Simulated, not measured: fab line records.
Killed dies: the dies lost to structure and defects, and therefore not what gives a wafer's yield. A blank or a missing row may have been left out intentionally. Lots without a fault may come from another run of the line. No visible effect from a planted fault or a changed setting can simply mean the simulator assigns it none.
A struck lot beside a sound one + flow nand harc + 24 steps out of a route of 1302
Sound: wafers L165.2, L165.3, L165.5. Wafers struck: L172.1, L172.4, L172.6. The cause comes at the end.
Each step with rows lists, per side, the tool, then ch with its chambers, then its first start. Under that, the readings that differ: sound wafers + struck wafers + difference of the means + sigmas: that difference in standard deviations of wafers without a fault.
alike: a reading whose means differ by less than 2 such deviations, as well as words and numbers matching on both sides. not compared: withheld readings; readings where some wafer has no value; bounds like >300 that might hide an equal value; numbers whose values overlap and for which the record gives no deviation.
A row with sigmas, a row that says differs or no value, or rows on one side alone: a step with any of these is where the two part. Numbers that don't overlap but have no deviation are shown without sigmas and don't part them. A reading that every wafer of one side lacks parts them only if that side has two wafers or more.

NHARC_P_M1_INSPECT_27:
  sound: defect inspect-02 at day 10 20:03; struck: defect inspect-01 at day 13 18:41
| reading          | sound       | struck      | difference | sigmas |
|------------------|-------------|-------------|------------|--------|
| raw defect count | 463 678 419 | 288 222 348 | -234       | -2     |
NHARC_P_M1_PRE_CLEAN_32: time 12 s.
  sound on pecvd-01 ch 0,1, day 10 21:05; struck on pecvd-01 ch 0,1,2, day 13 18:45
  alike: heater power w
  not compared: since wet clean h
NHARC_P_M1_DEP_33: deposits SiCN, target thk 30 nm.
  sound on pecvd-01 ch 0,1, day 10 21:12; struck on pecvd-01 ch 0,1,2, day 13 18:50
  alike: heater power w
  not compared: since wet clean h
then, 8 steps without rows for these wafers: NHARC_P_M2_DEP_00 (deposits SiOC, target thk 182.5 nm); NHARC_P_M2_DEHYDRATE_01 (time 120 s); NHARC_P_M2_HMDS_02 (time 30 s); NHARC_P_M2_COAT_34 (time 65 s); NHARC_P_M2_COAT_03 (resist thk 90 nm); NHARC_P_M2_SOFTBAKE_04 (time 55 s); NHARC_P_M2_EBR_05; NHARC_P_M2_EXPOSE_06 (exposes mask P M2, target cd 170 nm).
NHARC_P_M2_PEB_07: peb time 65 s.
  sound on litho track-06 ch 0, day 10 22:37; struck on litho track-06 ch 0, day 13 19:52
| reading                  | sound             | struck            | difference | sigmas      |
|--------------------------|-------------------|-------------------|------------|-------------|
| heater power total W (W) | 157.1 157.1 157.0 | 302.5 302.6 300.0 | +144.6     | +99 or more |
then, 1 step without rows for these wafers: NHARC_P_M2_DEVELOP_08 (develop time 35 s).
NHARC_P_M2_CD_MEAS_09: the cd target is 170 nm.
  sound on cd sem-03 ch 0, day 10 22:42; struck on cd sem-01 ch 0, day 13 19:57
| reading    | sound             | struck            | difference | sigmas |
|------------|-------------------|-------------------|------------|--------|
| cd nm (nm) | 169.5 170.8 170.8 | 121.5 121.5 122.1 | -48.7      | -75    |
NHARC_P_M2_OVL_MEAS_10: pitch 340 nm.
  sound: overlay-01 at day 10 22:47; struck: overlay-01 at day 13 20:02
  alike: overlay x nm, overlay y nm
NHARC_P_M2_INSPECT_11:
  sound: defect inspect-01 at day 10 22:49; struck: defect inspect-01 at day 13 20:05
  alike: raw defect count
NHARC_P_M2_DESCUM_14: chemistry O2, time 3 s.
  sound on rie diel-01 ch 0,2,3, day 10 22:54; struck on rie diel-01 ch 0,2, day 13 20:08
| reading               | sound             | struck          | difference | sigmas |
|-----------------------|-------------------|-----------------|------------|--------|
| model.P_M2.cd nm (nm) | 170.1 170.4 169.9 | 120.8 121.2 122 | -48.8      |        |
  alike: drypump motor current A, oes product au, rf vpp V, showerhead plenum p Torr, throttle valve pct
  not compared: rf hours counter h
NHARC_P_M2_ETCH_35: etches the open film in N2/H2, target depth 40 nm, overetch 12 nm, time 43.94 s.
  sound on rie diel-01 ch 0,1,2, day 10 22:58; struck on rie diel-01 ch 0,1, day 13 20:13
  alike: bias w, drypump motor current A, oes product au, rf vpp V, showerhead plenum p Torr, throttle valve pct
  not compared: rf hours counter h
NHARC_P_M2_ETCH_15: etches the open film in C4F8/Ar, target depth 182.5 nm, time 91.2 s.
  sound on rie diel-01 ch 0,2; struck on rie diel-01 ch 0,1,3
  alike: bias w, oes product au, rf vpp V
  not compared: rf hours counter h
NHARC_P_M2_CD_MEAS_16:
  sound: cd sem-01 at day 10 23:11; struck: cd sem-03 at day 13 20:26
| reading    | sound             | struck            | difference | sigmas |
|------------|-------------------|-------------------|------------|--------|
| cd nm (nm) | 169.6 170.0 169.9 | 120.5 121.8 121.6 | -48.5      | -44    |
NHARC_P_M2_STRIP_18: strips in N2/H2.
  sound on rie diel-11 ch 0,2, day 10 23:16; struck on rie diel-11 ch 2,3, day 13 20:32
  alike: drypump motor current A, oes product au, rf vpp V, showerhead plenum p Torr, throttle valve pct
  not compared: rf hours counter h
NHARC_P_M2_ETCH_28: etches the open film in CF4/N2, target depth 30 nm, time 72.99 s.
  sound on rie diel-11 ch 0,1,2; struck on rie diel-11 ch 0,3
| reading               | sound             | struck            | difference | sigmas |
|-----------------------|-------------------|-------------------|------------|--------|
| model.P_M2.cd nm (nm) | 169.8 169.8 170.7 | 121.6 121.8 122.2 | -48.2      |        |
  alike: bias w, drypump motor current A, oes product au, rf vpp V, showerhead plenum p Torr, throttle valve pct
  not compared: rf hours counter h
then, 1 step without rows for these wafers: NHARC_P_M2_STRIP_19 (strips in post etch residue remover, time 600 s).
-- record jumps: 18 days between struck wafers' starts before vs after; left off in module P_M2, resumes in module END, first step shown is number 1302 of the route --
NHARC_END_SORT_01:
  here the record holds rows for the struck wafers (prober-01 ch 0, day 31 18:26) but none for the sound ones

## WHERE THEY PART
First at NHARC_P_M1_INSPECT_27; last, within this record, at NHARC_END_SORT_01.

WHY: what had been put in by the simulator
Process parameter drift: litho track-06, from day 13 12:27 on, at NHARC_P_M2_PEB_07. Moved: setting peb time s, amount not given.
